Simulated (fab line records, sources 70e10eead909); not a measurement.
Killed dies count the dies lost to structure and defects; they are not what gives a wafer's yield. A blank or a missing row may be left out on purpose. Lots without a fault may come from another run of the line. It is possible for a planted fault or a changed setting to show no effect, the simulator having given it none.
fab line records	flow nand_harc
record lots=24	wafers=72	last_day=34
route steps=1302 shown A_CONTACT@1003
lots with no fault: from the same line, run without faults
start_h: the number of hours between the record's first day and the start of the first shown wafer of the lot	wait_h: how many hours have passed since the lot's step before this one	" as in the row above	L1.1+2: a row that stands for several wafers	- value missing, or start not given	* or withheld: withheld	< > ~ a bound
route shown NAME@n: names a module that has steps shown in the file, with the first one's number in the route	usual: the fault-free wafers' mean and standard deviation	same: alike in all rows	chamber/n: place in a boat	sites: the reading at each site	_std_site: the values' standard deviation	_edge_site: the outer-site mean with the inner-site mean subtracted	radius_mm: how far each site lies from the wafer's centre	mask NAME#n: copy n	behind: the most recent tool/chamber to have shaped the wafer	hold: why the lot was held/for how many hours/how that ended	device: the n, p or np transistor that did not switch	end of line: tests of these same wafers at the route's end	where a step has no rows: the recipe by itself	killed: not the wafer's yield, but the dies lost to structure and defects at the first sort	map: the dies of a wafer, with x for killed, . for not killed, _ for no die there
set.NAME: the run value of the setting; set.NAME@STEP: its run value at that earlier step	model.NAME: the simulator's own value behind a step, which no gauge read
the route's steps for a sample of lots (tables are steps, rows are wafers)
services: when a tool's chamber went out of use (start_h, in hours from the record's first day, below 0 if earlier), for how many hours, and the reason
## steps
# step NHARC_A_CONTACT_ETCH_50
# recipe target_depth_a=1210	time_s=60.5	cf4_flow_sccm=100	chf3_flow_sccm=30	ar_flow_sccm=0	rf_w=500	bias_w=200	chemistry=CF4/CHF3
# usual drypump_motor_current_A=5.8/0.37	oes_product_au=0.946/0.022	rf_vpp_V=369.9/1.9	showerhead_plenum_p_Torr=1.55/0.049	throttle_valve_pct=16.802/0.0088
lot.wafer	tool	chamber	start_h	wait_h	drypump_motor_current_A	oes_product_au	rf_hours_counter_h	rf_vpp_V	showerhead_plenum_p_Torr	throttle_valve_pct
L076.4	rie_diel-08	1	-	-	5.9	0.971	17	369.2	1.53	16.795
L076.5	"	0	"	"	5.9	0.974	-	369.3	1.53	16.799
L076.6	"	1	"	"	5.8	0.969	-	368.7	1.53	16.817
L074.2	rie_diel-02	1	-	-	6.2	0.909	33	375.0	1.68	16.802
L074.4	"	2	"	"	4.9	0.928	31	370.1	1.56	16.796
L074.1	"	3	"	"	5.2	0.932	31	368.7	1.53	16.787
L075.3	rie_diel-08	1	-	-	5.8	0.947	18	368.6	1.53	16.800
L075.6	"	2	"	"	6.0	0.961	-	368.3	1.55	16.794
L075.5	"	3	"	"	6.2	0.978	-	368.6	1.52	16.805
L077.3	rie_diel-03	3	-	-	5.1	0.926	16	370.1	1.54	16.791
L077.1	"	1	"	"	5.8	0.919	21	374.6	1.69	16.809
L077.2	"	2	"	"	5.5	0.926	18	370.2	1.56	16.808
L078.2	rie_diel-03	0	-	-	6.1	0.912	28	371.1	1.57	16.803
L078.1	"	1	"	"	5.8	0.912	30	374.0	1.69	16.792
L078.4	"	2	"	"	5.5	0.925	28	369.9	1.56	16.798
L079.2	rie_diel-08	0	-	-	5.9	0.976	30	369.4	1.53	16.811
L079.5	"	0	"	"	5.9	0.975	-	369.9	1.53	16.787
L079.6	"	2	"	"	6.0	0.951	-	370.7	1.54	16.806
L080.3	rie_diel-08	0	-	-	5.9	0.957	3	369.4	1.53	16.805
L080.5	"	2	"	"	6.0	0.957	-	372.0	1.54	16.803
L080.4	"	3	"	"	6.1	0.966	-	368.3	1.52	16.802
L081.3	rie_diel-02	3	-	-	5.2	0.936	1	369.5	1.52	16.817
L081.1	"	0	"	"	5.2	0.937	1	370.6	1.57	16.803
L081.5	"	1	"	"	6.2	0.939	-	375.5	1.67	16.785
L082.1	rie_diel-08	1	-	-	5.9	0.972	1	368.6	1.53	16.794
L082.4	"	0	"	"	5.8	0.993	6	368.6	1.53	16.799
L082.5	"	2	"	"	6.0	0.955	-	368.4	1.54	16.795
L083.2	rie_diel-08	3	-	-	6.2	0.934	8	368.4	1.52	16.799
L083.4	"	0	"	"	5.9	0.936	8	367.8	1.53	16.802
L083.3	"	1	"	"	5.8	0.938	3	370.3	1.53	16.803
L084.2	rie_diel-08	2	-	-	6.0	0.922	9	368.4	1.54	16.807
L084.6	"	3	"	"	6.2	0.940	-	367.4	1.51	16.794
L084.5	"	0	"	"	5.9	0.931	-	369.2	1.53	16.806
L086.2	rie_diel-08	1	-	-	5.8	0.928	7	368.8	1.53	16.805
L086.1	"	2	"	"	6.0	0.912	11	367.2	1.54	16.801
L086.5	"	2	"	"	6.0	0.908	-	369.7	1.54	16.797
L085.1	rie_diel-02	1	-	-	6.2	0.935	17	373.4	1.67	16.787
L085.4	"	2	"	"	4.9	0.949	17	371.3	1.55	16.802
L085.2	"	3	"	"	5.2	0.955	19	368.7	1.52	16.793
L087.1	rie_diel-08	2	-	-	6.0	0.934	14	371.0	1.54	16.792
L087.4	"	0	"	"	5.9	0.938	14	368.0	1.53	16.788
L087.6	"	2	"	"	6.0	0.934	-	369.3	1.54	16.793
L089.3	rie_diel-08	2	-	-	6.0	0.984	22	371.1	1.54	16.787
L089.4	"	3	"	"	6.2	0.972	21	368.6	1.51	16.798
L089.6	"	0	"	"	5.9	0.959	-	369.0	1.52	16.810
L088.4	rie_diel-02	3	-	-	5.2	0.929	32	367.5	1.51	16.788
L088.5	"	1	"	"	6.2	0.914	-	373.1	1.66	16.797
L088.6	"	2	"	"	4.9	0.922	-	368.8	1.55	16.796
L091.2	rie_diel-03	3	-	-	5.1	0.974	6	370.0	1.53	16.787
L091.3	"	0	"	"	6.1	0.951	5	370.2	1.56	16.793
L091.1	"	2	"	"	5.5	0.971	7	370.9	1.55	16.804
L090.2	rie_diel-08	1	-	-	5.8	0.961	19	370.1	1.52	16.786
L090.1	"	2	"	"	6.0	0.960	24	369.5	1.54	16.810
L090.6	"	2	"	"	6.0	0.960	-	370.6	1.54	16.792
L092.1	rie_diel-08	0	-	-	5.9	0.958	26	369.2	1.52	16.813
L092.4	"	3	"	"	6.1	0.951	26	368.8	1.51	16.802
L092.5	"	1	"	"	5.8	0.946	-	368.8	1.52	16.830
L094.3	rie_diel-02	3	-	-	5.2	0.964	46	366.6	1.51	16.794
L094.2	"	0	"	"	5.2	0.968	45	370.4	1.56	16.792
L094.5	"	3	"	"	5.2	0.967	-	368.2	1.51	16.819
L093.2	rie_diel-03	0	-	-	6.1	0.935	17	368.7	1.56	16.816
L093.3	"	1	"	"	5.8	0.932	19	372.4	1.68	16.797
L093.4	"	2	"	"	5.5	0.929	-	371.2	1.55	16.800
L096.2	rie_diel-08	1	-	-	5.9	0.965	25	368.1	1.52	16.794
L096.4	"	2	"	"	6.0	0.981	29	369.9	1.54	16.803
L096.5	"	1	"	"	5.8	0.966	-	368.7	1.52	16.810
L095.1	rie_diel-03	2	-	-	5.5	0.906	23	371.0	1.55	16.808
L095.3	"	1	"	"	5.8	0.926	23	375.1	1.68	16.823
L095.6	"	0	"	"	6.1	0.910	-	370.2	1.56	16.818
L097.3	rie_diel-08	2	-	-	6.0	0.952	1	368.7	1.54	16.807
L097.4	"	0	"	"	5.9	0.980	1	369.4	1.52	16.794
L097.1	"	1	"	"	5.8	0.971	1	367.2	1.52	16.795
# step NHARC_A_CONTACT_ETCH_117
# recipe source_w=withheld	pressure_mtorr=20	bias_v=3000	time_s=190	target_depth_a=18500	ar_flow_sccm=withheld	c4f8_flow_sccm=withheld	o2_flow_sccm=withheld	chemistry=C4F8/O2/Ar
# usual oes_air_line_au=0.998/0.02
lot.wafer	tool	chamber	start_h	wait_h	oes_air_line_au	rf_hours_counter_h
L076.4	har_cap_etch-03	0	509.56	0.1	0.984	-
L076.5	"	0	"	"	1.013	-
L076.6	"	1	"	"	0.991	-
L074.1	har_cap_etch-02	0	510.38	0.1	1.016	85
L074.2	"	1	"	"	1.021	85
L074.4	"	0	"	"	1.017	-
L075.3	har_cap_etch-03	0	513.56	0.1	0.961	-
L075.6	"	1	"	"	1.020	-
L075.5	"	0	"	"	1.007	-
L077.2	har_cap_etch-02	1	520.64	0.1	1.002	88
L077.1	"	0	"	"	0.959	88
L077.3	"	0	"	"	1.015	-
L078.1	har_cap_etch-01	0	542.10	0.2	1.014	6
L078.2	"	1	"	"	0.998	6
L078.4	"	1	"	"	0.969	-
L079.2	har_cap_etch-03	1	546.16	0.1	0.983	50
L079.6	"	1	"	"	0.993	-
L079.5	"	0	"	"	1.017	-
L080.4	har_cap_etch-01	0	571.15	0.1	1.012	-
L080.3	"	1	"	"	1.001	-
L080.5	"	0	"	"	0.978	-
L081.1	har_cap_etch-02	0	589.30	0.1	0.980	97
L081.3	"	1	"	"	0.984	-
L081.5	"	0	"	"	0.987	-
L082.1	har_cap_etch-01	0	590.82	0.1	0.971	13
L082.4	"	1	"	"	1.014	-
L082.5	"	1	"	"	0.993	-
L083.2	har_cap_etch-02	0	594.90	0.1	0.982	99
L083.3	"	1	"	"	0.987	-
L083.4	"	0	"	"	0.990	-
L084.2	har_cap_etch-01	0	601.25	0.1	0.977	15
L084.5	"	0	"	"	0.975	-
L084.6	"	1	"	"	0.968	-
L086.2	har_cap_etch-01	1	606.04	0.1	0.991	17
L086.1	"	0	"	"	1.008	17
L086.5	"	1	"	"	1.026	-
L085.2	har_cap_etch-03	0	614.02	0.1	1.006	61
L085.1	"	1	"	"	0.999	61
L085.4	"	0	"	"	0.993	-
L087.1	har_cap_etch-02	0	614.92	0.1	1.022	104
L087.4	"	0	"	"	0.994	-
L087.6	"	1	"	"	0.995	-
L089.3	har_cap_etch-02	1	646.84	0.1	0.983	-
L089.4	"	0	"	"	1.019	-
L089.6	"	1	"	"	0.992	-
L088.4	har_cap_etch-03	0	647.21	0.1	1.050	-
L088.6	"	1	"	"	1.033	-
L088.5	"	0	"	"	1.017	-
L091.1	har_cap_etch-03	0	664.14	0.1	1.006	70
L091.2	"	1	"	"	1.002	70
L091.3	"	0	"	"	0.981	-
L090.1	har_cap_etch-02	1	665.87	0.1	0.977	113
L090.2	"	0	"	"	0.957	113
L090.6	"	0	"	"	0.962	-
L092.1	har_cap_etch-03	0	685.67	0.1	0.989	73
L092.4	"	0	"	"	0.998	-
L092.5	"	1	"	"	0.975	-
L094.2	har_cap_etch-03	1	699.94	0.1	1.004	76
L094.3	"	1	"	"	0.977	-
L094.5	"	1	"	"	0.977	-
L093.2	har_cap_etch-01	0	707.75	0.1	1.001	35
L093.4	"	0	"	"	0.990	-
L093.3	"	1	"	"	1.014	-
L096.2	har_cap_etch-02	1	712.62	0.1	1.007	120
L096.4	"	1	"	"	1.012	-
L096.5	"	0	"	"	0.972	-
L095.1	har_cap_etch-01	0	714.48	0.1	0.990	38
L095.3	"	0	"	"	0.977	-
L095.6	"	1	"	"	0.960	-
L097.1	har_cap_etch-02	0	737.15	0.1	0.965	125
L097.3	"	1	"	"	1.009	-
L097.4	"	0	"	"	0.993	-
# step NHARC_A_CONTACT_ETCH_118
# recipe source_w=withheld	pressure_mtorr=20	bias_v=3000	time_s=190	target_depth_a=18500	ar_flow_sccm=withheld	c4f8_flow_sccm=withheld	o2_flow_sccm=withheld	chemistry=C4F8/O2/Ar
# usual oes_air_line_au=1.002/0.02
lot.wafer	tool	chamber	start_h	wait_h	oes_air_line_au	rf_hours_counter_h
L076.4	har_cap_etch-03	0	509.72	0.1	0.960	-
L076.5	"	0	"	"	1.000	-
L076.6	"	1	"	"	1.022	-
L074.1	har_cap_etch-02	0	510.55	0.1	0.988	85
L074.2	"	1	"	"	0.998	85
L074.4	"	0	"	"	0.959	-
L075.3	har_cap_etch-03	0	513.74	0.1	0.990	-
L075.6	"	1	"	"	0.999	-
L075.5	"	0	"	"	1.000	-
L077.2	har_cap_etch-02	1	520.81	0.1	1.024	89
L077.1	"	0	"	"	1.004	89
L077.3	"	0	"	"	1.001	-
L078.1	har_cap_etch-01	0	542.33	0.2	1.017	6
L078.2	"	1	"	"	0.973	6
L078.4	"	1	"	"	1.012	-
L079.2	har_cap_etch-03	1	546.33	0.1	1.045	51
L079.6	"	1	"	"	1.047	-
L079.5	"	0	"	"	1.007	-
L080.4	har_cap_etch-01	0	571.32	0.1	1.013	-
L080.3	"	1	"	"	0.982	-
L080.5	"	0	"	"	0.999	-
L081.1	har_cap_etch-02	0	589.46	0.1	1.019	97
L081.3	"	1	"	"	1.013	-
L081.5	"	0	"	"	1.007	-
L082.1	har_cap_etch-01	0	590.99	0.1	1.001	13
L082.4	"	1	"	"	0.986	-
L082.5	"	1	"	"	1.001	-
L083.2	har_cap_etch-02	0	595.07	0.1	1.025	99
L083.3	"	1	"	"	0.964	-
L083.4	"	0	"	"	1.013	-
L084.2	har_cap_etch-01	0	601.42	0.1	0.976	15
L084.5	"	0	"	"	0.969	-
L084.6	"	1	"	"	1.000	-
L086.2	har_cap_etch-01	1	606.21	0.1	1.008	17
L086.1	"	0	"	"	1.018	17
L086.5	"	1	"	"	1.033	-
L085.2	har_cap_etch-03	0	614.18	0.1	1.014	61
L085.1	"	1	"	"	1.010	61
L085.4	"	0	"	"	0.972	-
L087.1	har_cap_etch-02	0	615.10	0.1	0.984	104
L087.4	"	0	"	"	0.993	-
L087.6	"	1	"	"	1.004	-
L089.3	har_cap_etch-02	1	647.01	0.1	0.995	-
L089.4	"	0	"	"	1.013	-
L089.6	"	1	"	"	0.995	-
L088.4	har_cap_etch-03	0	647.38	0.1	0.997	-
L088.6	"	1	"	"	0.987	-
L088.5	"	0	"	"	1.043	-
L091.1	har_cap_etch-03	0	664.31	0.1	0.988	70
L091.2	"	1	"	"	1.026	70
L091.3	"	0	"	"	1.010	-
L090.1	har_cap_etch-02	1	666.04	0.1	1.033	113
L090.2	"	0	"	"	0.975	113
L090.6	"	0	"	"	0.990	-
L092.1	har_cap_etch-03	0	685.84	0.1	0.967	74
L092.4	"	0	"	"	1.004	-
L092.5	"	1	"	"	1.011	-
L094.2	har_cap_etch-03	1	700.11	0.1	1.021	76
L094.3	"	1	"	"	1.019	-
L094.5	"	1	"	"	1.025	-
L093.2	har_cap_etch-01	0	707.92	0.1	0.981	36
L093.4	"	0	"	"	0.996	-
L093.3	"	1	"	"	1.016	-
L096.2	har_cap_etch-02	1	712.79	0.1	1.001	120
L096.4	"	1	"	"	1.019	-
L096.5	"	0	"	"	0.997	-
L095.1	har_cap_etch-01	0	714.65	0.1	1.018	38
L095.3	"	0	"	"	1.035	-
L095.6	"	1	"	"	1.018	-
L097.1	har_cap_etch-02	0	737.32	0.1	1.004	126
L097.3	"	1	"	"	1.019	-
L097.4	"	0	"	"	1.023	-
# step NHARC_A_CONTACT_CD_MEAS_69
# recipe target_cd_nm=300	landing_energy_ev=500
# usual cd_nm=300.0/0.52
lot.wafer	tool	chamber	start_h	wait_h	cd_nm
L076.4	cd_sem-01	0	516.65	-	300.2
L076.5	"	0	"	"	300.3
L076.6	"	0	"	"	300.0
L074.1	cd_sem-01	0	517.53	-	300.6
L074.2	"	0	"	"	299.9
L074.4	"	0	"	"	300.7
L075.3	cd_sem-03	0	520.69	-	299.0
L075.5	"	0	"	"	299.6
L075.6	"	0	"	"	300.1
L077.1	cd_sem-01	0	528.73	-	299.9
L077.2	"	0	"	"	300.4
L077.3	"	0	"	"	300.3
L078.1	cd_sem-03	0	551.73	-	300.6
L078.2	"	0	"	"	300.2
L078.4	"	0	"	"	300.3
L079.2	cd_sem-03	0	554.97	-	299.6
L079.5	"	0	"	"	299.1
L079.6	"	0	"	"	299.6
L080.3	cd_sem-02	0	578.82	-	298.7
L080.4	"	0	"	"	299.9
L080.5	"	0	"	"	299.5
L081.1	cd_sem-01	0	596.99	-	300.4
L081.3	"	0	"	"	301.3
L081.5	"	0	"	"	300.9
L082.1	cd_sem-03	0	600.44	-	300.6
L082.4	"	0	"	"	300.2
L082.5	"	0	"	"	299.8
L083.2	cd_sem-02	0	602.24	-	300.1
L083.3	"	0	"	"	300.2
L083.4	"	0	"	"	300.5
L084.2	cd_sem-03	0	610.86	-	299.7
L084.5	"	0	"	"	300.0
L084.6	"	0	"	"	299.3
L086.1	cd_sem-02	0	618.46	-	299.9
L086.2	"	0	"	"	300.1
L086.5	"	0	"	"	299.9
L085.1	cd_sem-03	0	627.31	-	300.2
L085.2	"	0	"	"	299.4
L085.4	"	0	"	"	300.6
L087.1	cd_sem-01	0	627.49	-	300.0
L087.4	"	0	"	"	299.8
L087.6	"	0	"	"	300.3
L089.3	cd_sem-03	0	653.95	-	299.7
L089.4	"	0	"	"	300.2
L089.6	"	0	"	"	299.8
L088.4	cd_sem-01	0	654.33	-	300.2
L088.5	"	0	"	"	300.0
L088.6	"	0	"	"	300.9
L091.1	cd_sem-01	0	671.41	-	299.3
L091.2	"	0	"	"	300.4
L091.3	"	0	"	"	299.6
L090.1	cd_sem-02	0	678.27	-	300.2
L090.2	"	0	"	"	299.4
L090.6	"	0	"	"	301.0
L092.1	cd_sem-02	0	692.87	-	300.7
L092.4	"	0	"	"	301.1
L092.5	"	0	"	"	300.5
L094.2	cd_sem-03	0	707.12	-	300.0
L094.3	"	0	"	"	299.9
L094.5	"	0	"	"	300.5
L093.2	cd_sem-01	0	716.57	-	299.2
L093.3	"	0	"	"	298.7
L093.4	"	0	"	"	299.5
L096.2	cd_sem-03	0	719.89	-	300.1
L096.4	"	0	"	"	300.1
L096.5	"	0	"	"	300.6
L095.1	cd_sem-01	0	722.29	-	299.1
L095.3	"	0	"	"	299.2
L095.6	"	0	"	"	300.8
L097.1	cd_sem-01	0	747.53	-	299.0
L097.3	"	0	"	"	299.9
L097.4	"	0	"	"	299.2
# step NHARC_A_CONTACT_DESCUM_74
# recipe time_s=3	o2_flow_sccm=200	ar_flow_sccm=0	bias_power_w=0	chemistry=O2
# usual drypump_motor_current_A=5.8/0.38	oes_product_au=0.999/0.0086	rf_vpp_V=57.7/0.9	showerhead_plenum_p_Torr=1.87/0.05	throttle_valve_pct=11.312/0.0096
lot.wafer	tool	chamber	start_h	wait_h	drypump_motor_current_A	oes_product_au	rf_hours_counter_h	rf_vpp_V	showerhead_plenum_p_Torr	throttle_valve_pct
L076.4	rie_diel-08	0	516.86	0.1	5.9	1.012	-	57.8	1.86	11.311
L076.5	"	2	"	"	6.0	0.993	-	57.4	1.88	11.324
L076.6	"	3	"	"	6.2	1.003	-	55.6	1.84	11.310
L074.2	rie_diel-03	3	517.72	0.1	5.1	1.002	15	57.9	1.87	11.305
L074.4	"	0	"	"	6.1	0.980	17	57.8	1.91	11.331
L074.1	"	1	"	"	5.8	0.986	20	58.3	2.07	11.299
L075.3	rie_diel-08	3	520.87	0.1	6.2	1.010	23	59.1	1.84	11.316
L075.6	"	0	"	"	5.9	1.009	-	58.4	1.86	11.311
L075.5	"	2	"	"	6.0	1.002	-	58.3	1.88	11.312
L077.3	rie_diel-08	3	528.92	0.1	6.2	1.007	26	56.6	1.84	11.322
L077.1	"	0	"	"	5.9	1.020	26	56.6	1.86	11.297
L077.2	"	2	"	"	6.0	0.993	24	57.5	1.88	11.322
L078.2	rie_diel-02	2	552.72	0.9	4.9	1.003	48	56.0	1.89	11.323
L078.4	"	3	"	"	5.2	1.001	52	57.0	1.85	11.315
L078.1	"	0	"	"	5.2	0.991	52	58.2	1.92	11.315
L079.2	rie_diel-08	0	555.18	0.1	5.9	1.000	0	58.4	1.86	11.310
L079.5	"	2	"	"	6.0	1.000	-	56.4	1.87	11.304
L079.6	"	0	"	"	5.8	0.994	-	55.8	1.86	11.328
L080.4	rie_diel-08	1	579.01	0.1	5.9	0.993	0	57.0	1.86	11.310
L080.3	"	3	"	"	6.1	0.999	5	59.1	1.84	11.313
L080.5	"	0	"	"	5.9	0.991	-	56.0	1.86	11.303
L081.3	rie_diel-08	2	597.23	0.1	6.0	0.992	8	57.3	1.87	11.306
L081.1	"	1	"	"	5.8	1.003	4	59.5	1.85	11.315
L081.5	"	2	"	"	6.0	1.003	-	58.0	1.87	11.305
L082.4	rie_diel-08	2	600.62	0.1	6.0	0.986	10	57.9	1.87	11.299
L082.1	"	3	"	"	6.2	0.997	11	58.0	1.84	11.321
L082.5	"	3	"	"	6.1	0.997	-	57.7	1.84	11.306
L083.4	rie_diel-02	3	602.52	0.1	5.2	1.009	12	56.2	1.84	11.313
L083.2	"	0	"	"	5.2	0.992	12	57.6	1.91	11.314
L083.3	"	1	"	"	6.2	0.993	12	58.4	2.04	11.314
L084.2	rie_diel-08	0	611.07	0.1	5.9	1.000	14	57.9	1.85	11.312
L084.6	"	1	"	"	5.8	0.995	-	57.5	1.85	11.295
L084.5	"	2	"	"	6.0	0.990	-	59.1	1.87	11.310
L086.2	rie_diel-08	2	618.64	0.1	6.0	0.988	17	56.9	1.87	11.306
L086.1	"	3	"	"	6.2	1.006	16	57.0	1.84	11.326
L086.5	"	2	"	"	6.0	0.984	-	57.0	1.87	11.318
L085.4	rie_diel-03	0	627.49	0.1	6.1	0.995	40	57.8	1.90	11.303
L085.1	"	2	"	"	5.5	1.008	40	57.6	1.89	11.333
L085.2	"	3	"	"	5.1	1.001	34	58.2	1.86	11.302
L087.4	rie_diel-08	3	627.68	0.1	6.2	1.011	17	57.9	1.84	11.307
L087.1	"	0	"	"	5.9	1.007	17	56.6	1.85	11.305
L087.6	"	0	"	"	5.9	0.997	-	58.0	1.85	11.319
L089.4	rie_diel-08	0	654.13	0.1	5.9	0.998	22	56.6	1.85	11.307
L089.3	"	2	"	"	6.0	0.999	22	58.4	1.87	11.305
L089.6	"	0	"	"	5.9	1.008	-	57.3	1.85	11.305
L088.4	rie_diel-03	3	654.51	0.1	5.1	1.003	5	58.1	1.86	11.328
L088.5	"	3	"	"	5.1	0.998	-	57.5	1.86	11.301
L088.6	"	0	"	"	6.1	0.984	-	57.1	1.90	11.307
L091.1	rie_diel-02	0	671.59	0.1	5.2	1.006	39	56.7	1.90	11.318
L091.3	"	2	"	"	5.0	1.009	38	59.7	1.88	11.311
L091.2	"	3	"	"	5.2	1.006	40	58.0	1.83	11.314
L090.1	rie_diel-08	1	678.46	0.1	5.8	0.990	20	57.3	1.85	11.323
L090.2	"	2	"	"	6.0	0.988	25	60.6	1.87	11.326
L090.6	"	1	"	"	5.8	0.993	-	58.0	1.85	11.320
L092.1	rie_diel-08	0	693.05	0.1	5.9	1.009	27	55.7	1.85	11.303
L092.4	"	1	"	"	5.9	0.990	23	55.4	1.85	11.303
L092.5	"	0	"	"	5.9	1.007	-	57.9	1.85	11.314
L094.3	rie_diel-08	3	707.31	0.1	6.2	0.993	28	59.3	1.83	11.299
L094.2	"	1	"	"	5.8	1.001	24	56.6	1.85	11.320
L094.5	"	0	"	"	5.9	0.988	-	58.2	1.85	11.319
L093.4	rie_diel-08	3	716.78	0.1	6.1	1.003	31	59.0	1.83	11.293
L093.2	"	0	"	"	5.9	1.000	31	57.6	1.85	11.314
L093.3	"	2	"	"	6.0	1.006	31	57.4	1.86	11.319
L096.2	rie_diel-02	0	720.07	0.1	5.2	0.991	50	58.0	1.90	11.288
L096.5	"	0	"	"	5.2	0.980	-	56.8	1.90	11.314
L096.4	"	2	"	"	4.9	0.993	-	57.8	1.87	11.316
L095.1	rie_diel-02	0	722.47	0.1	5.3	0.994	51	57.4	1.90	11.323
L095.3	"	2	"	"	4.9	0.998	57	57.1	1.87	11.294
L095.6	"	1	"	"	6.2	0.983	-	57.3	2.02	11.320
L097.1	rie_diel-08	1	747.72	0.1	5.9	0.994	3	57.9	1.85	11.316
L097.3	"	2	"	"	6.0	0.995	4	58.6	1.86	11.322
L097.4	"	0	"	"	5.9	1.011	2	56.2	1.85	11.299
# step NHARC_A_CONTACT_ETCH_133
# recipe source_w=withheld	pressure_mtorr=20	bias_v=400	time_s=374	target_depth_a=16100	ar_flow_sccm=withheld	c4f8_flow_sccm=11.5	o2_flow_sccm=7.2	chemistry=C4F8/O2/Ar
# usual oes_air_line_au=1.001/0.019
lot.wafer	tool	chamber	start_h	wait_h	oes_air_line_au	rf_hours_counter_h
L076.4	har_cap_etch-01	0	520.51	0.3	0.999	-
L076.5	"	1	"	"	1.007	-
L076.6	"	0	"	"	0.980	-
L074.1	har_cap_etch-03	0	521.78	0.1	1.021	47
L074.2	"	1	"	"	0.979	47
L074.4	"	1	"	"	0.997	-
L075.3	har_cap_etch-01	0	524.49	0.2	1.029	-
L075.5	"	0	"	"	1.022	-
L075.6	"	1	"	"	1.000	-
L077.2	har_cap_etch-01	0	532.47	0.2	0.992	5
L077.1	"	1	"	"	1.003	5
L077.3	"	1	"	"	0.988	-
L078.1	har_cap_etch-02	0	556.00	0.1	1.003	94
L078.2	"	1	"	"	1.007	94
L078.4	"	1	"	"	1.003	-
L079.2	har_cap_etch-01	1	558.86	0.1	1.027	9
L079.6	"	1	"	"	1.005	-
L079.5	"	0	"	"	0.986	-
L080.3	har_cap_etch-03	1	582.30	0.2	0.973	-
L080.4	"	0	"	"	0.992	-
L080.5	"	1	"	"	0.988	-
L081.1	har_cap_etch-03	0	600.58	0.2	1.036	58
L081.3	"	0	"	"	1.015	-
L081.5	"	1	"	"	0.943	-
L082.1	har_cap_etch-02	0	603.78	0.1	0.996	102
L082.4	"	1	"	"	0.974	-
L082.5	"	1	"	"	0.996	-
L083.2	har_cap_etch-03	0	605.91	0.1	1.019	60
L083.4	"	0	"	"	1.002	-
L083.3	"	1	"	"	1.024	-
L084.2	har_cap_etch-01	1	614.51	0.1	1.044	20
L084.6	"	1	"	"	1.034	-
L084.5	"	0	"	"	0.996	-
L086.2	har_cap_etch-01	0	621.80	0.1	0.959	23
L086.1	"	1	"	"	1.009	23
L086.5	"	1	"	"	1.002	-
L085.1	har_cap_etch-03	0	630.64	0.1	0.997	65
L085.2	"	1	"	"	0.970	65
L085.4	"	0	"	"	1.016	-
L087.1	har_cap_etch-01	1	630.90	0.2	1.028	25
L087.4	"	1	"	"	1.024	-
L087.6	"	1	"	"	1.009	-
L089.4	har_cap_etch-01	1	657.42	0.2	1.016	-
L089.3	"	0	"	"	1.043	-
L089.6	"	1	"	"	1.006	-
L088.4	har_cap_etch-02	1	658.22	0.3	0.982	-
L088.6	"	0	"	"	1.028	-
L088.5	"	1	"	"	0.978	-
L091.1	har_cap_etch-01	0	674.79	0.1	0.986	31
L091.2	"	1	"	"	1.005	31
L091.3	"	0	"	"	0.993	-
L090.2	har_cap_etch-02	0	681.62	0.1	0.965	116
L090.1	"	1	"	"	1.004	116
L090.6	"	1	"	"	1.003	-
L092.1	har_cap_etch-01	1	696.20	0.1	1.000	34
L092.4	"	1	"	"	0.974	-
L092.5	"	0	"	"	1.006	-
L094.2	har_cap_etch-03	1	710.47	0.1	0.989	79
L094.3	"	1	"	"	0.993	-
L094.5	"	0	"	"	1.022	-
L093.2	har_cap_etch-02	1	720.28	0.2	0.992	123
L093.4	"	0	"	"	1.016	-
L093.3	"	1	"	"	1.015	-
L096.2	har_cap_etch-01	0	723.59	0.2	1.015	41
L096.4	"	1	"	"	0.972	-
L096.5	"	1	"	"	0.998	-
L095.1	har_cap_etch-03	0	726.02	0.2	1.005	82
L095.3	"	0	"	"	0.988	-
L095.6	"	0	"	"	0.992	-
L097.1	har_cap_etch-03	0	750.95	0.2	0.990	85
L097.4	"	1	"	"	0.992	-
L097.3	"	0	"	"	1.006	-
## services
tool	chamber	start_h	hours	kind
rie_diel-03	0	489.02	4.1	repair
har_cap_etch-01	-	497.00	17.0	pm
rie_diel-08	0	499.33	-	clean
rie_diel-08	1	499.33	-	clean
rie_diel-08	2	499.33	-	clean
rie_diel-08	3	499.33	-	clean
rie_diel-02	-	504.80	1.1	repair
rie_diel-08	1	515.47	58.7	repair
rie_diel-08	0	524.03	-	clean
rie_diel-08	2	524.03	-	clean
rie_diel-08	-	544.80	9.0	pm
rie_diel-03	3	547.96	7.7	repair
rie_diel-02	-	571.39	9.0	pm
rie_diel-08	0	590.40	1.3	repair
rie_diel-03	1	604.28	7.1	repair
rie_diel-03	-	636.16	9.0	pm
rie_diel-02	0	653.45	3.2	repair
rie_diel-02	1	667.45	4.3	repair
rie_diel-03	3	705.00	14.9	repair
rie_diel-03	0	714.15	7.5	repair
rie_diel-02	3	718.45	9.2	repair
rie_diel-08	-	721.80	9.0	pm
rie_diel-02	-	732.72	0.4	repair
rie_diel-02	-	748.39	9.0	pm
## key
fault none
